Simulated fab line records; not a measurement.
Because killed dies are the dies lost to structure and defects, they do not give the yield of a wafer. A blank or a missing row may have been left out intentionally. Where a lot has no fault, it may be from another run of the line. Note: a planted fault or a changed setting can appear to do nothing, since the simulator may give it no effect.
Struck lot and sound lot, side by side + flow nand harc + 15 steps out of a route of 1159
Sound: these wafers, L171.3, L171.4, L171.5. Struck: wafer L172.3; the same lot's L172.6 was not struck, so it is left out; see the end for the cause.
Order at every step that has rows: each side's tool, ch and its chambers, its first start. Under that, the readings that differ: sound wafers + struck wafers + difference of the means + sigmas: that difference in standard deviations of wafers without a fault.
alike: words and numbers the same on both sides, and readings whose means are apart by under 2 such deviations; not compared: readings that were withheld, readings missing a value for some wafer, numbers with overlapping values and no deviation given by the record, and bounds like >300 which may hide the same value.
Wherever a step has rows on one side only, a row that says differs or no value, or a row with sigmas, the two part there. When numbers do not overlap yet have no deviation, they are printed without sigmas and do not part them. A reading that every wafer of one side lacks parts them only if that side has two wafers or more.

NHARC_A_CONTACT_DESCUM_13: chemistry O2, time 3 s.
  sound on rie diel-07 ch 1,2,3, day 17 03:40; struck on rie diel-08 ch 3, day 17 18:41
  alike: drypump motor current A, oes product au, rf vpp V, showerhead plenum p Torr, throttle valve pct
  not compared: rf hours counter h
then, 1 step without rows for these wafers: NHARC_A_CONTACT_ETCH_88 (etches the open film in CF4, target depth 39 nm, time 65 s).
NHARC_A_CONTACT_ETCH_89: etches the open film in N2/H2, target depth 260 nm, time 475.3 s.
  sound on rie diel-07 ch 0,1,2; struck on rie diel-08 ch 3
  alike: drypump motor current A, oes product au, rf vpp V, run length s, showerhead plenum p Torr, throttle valve pct
  not compared: rf hours counter h
NHARC_A_CONTACT_ETCH_30: etches the open film in CF4/CHF3, target depth 60.5 nm, time 30.2 s.
  sound on rie diel-07 ch 0,1; struck on rie diel-08 ch 1
  alike: drypump motor current A, oes product au, rf vpp V, run length s, showerhead plenum p Torr, throttle valve pct
  not compared: rf hours counter h
then, 1 step without rows for these wafers: NHARC_A_CONTACT_ETCH_31 (etches the open film in O2/COS, target depth 2000 nm, time 520 s).
NHARC_A_CONTACT_ETCH_134: etches the open film in C4F8/O2/Ar, time 140 s, target depth 700 nm.
  sound on har cap etch-03 ch 0,1, day 17 04:43; struck on har cap etch-01 ch 0, day 17 19:56
| reading          | sound             | struck | difference | sigmas |
|------------------|-------------------|--------|------------|--------|
| run length s (s) | 141.5 141.4 141.0 | 140.5  | -0.8       | -2     |
  not compared: rf hours counter h
then, 3 steps without rows for these wafers: NHARC_A_CONTACT_ETCH_135 (etches the open film in C4F8/O2/Ar, time 132 s, target depth 1287 nm); NHARC_A_CONTACT_ETCH_136 (etches the open film in C4F8/O2/Ar, time 132 s, target depth 1287 nm); NHARC_A_CONTACT_ETCH_137 (etches the open film in C4F8/O2/Ar, time 132 s, target depth 1287 nm).
NHARC_A_CONTACT_ETCH_138: etches the open film in C4F8/O2/Ar, time 132 s, target depth 1289 nm.
  sound on har cap etch-03 ch 0,1, day 17 05:16; struck on har cap etch-01 ch 0, day 17 20:28
  not compared: rf hours counter h, run length s
then, 2 steps without rows for these wafers: NHARC_A_CONTACT_ETCH_139 (etches the open film in C4F8/O2/Ar, time 137 s, target depth 590 nm); NHARC_A_CONTACT_ETCH_92 (etches the open film in CH3F/O2, target depth 40 nm, time 85.7 s).
NHARC_A_CONTACT_ETCH_98: etches the open film in C4F6/O2, target depth 20 nm, time 10 s.
  sound on rie diel-08 ch 0,2, day 17 05:52; struck on rie diel-08 ch 1, day 17 21:06
| reading          | sound          | struck | difference | sigmas |
|------------------|----------------|--------|------------|--------|
| run length s (s) | 30.4 30.9 30.6 | 27.7   | -2.9       | -9     |
  alike: c4f6 flow sccm, drypump motor current A, oes product au, rf vpp V, showerhead plenum p Torr, throttle valve pct
  not compared: rf hours counter h
NHARC_A_CONTACT_CD_MEAS_15:
  struck on cd sem-01, day 17 21:11; sound on cd sem-02, day 17 05:58
  alike: cd nm
-- jump in the record: it breaks off in module A_CONTACT and resumes in module END (first step shown: number 1159 of the route), and 2 days separate the struck wafers' starts before and after --
NHARC_END_SORT_01:
  at this point the record logs the struck wafers (prober-01 ch 0, day 20 00:31) and has no rows for the sound ones

== WHERE THEY PART ==
Last at NHARC_END_SORT_01 as far as this record goes, first at NHARC_A_CONTACT_ETCH_134.

WHY: what had been put in by the simulator
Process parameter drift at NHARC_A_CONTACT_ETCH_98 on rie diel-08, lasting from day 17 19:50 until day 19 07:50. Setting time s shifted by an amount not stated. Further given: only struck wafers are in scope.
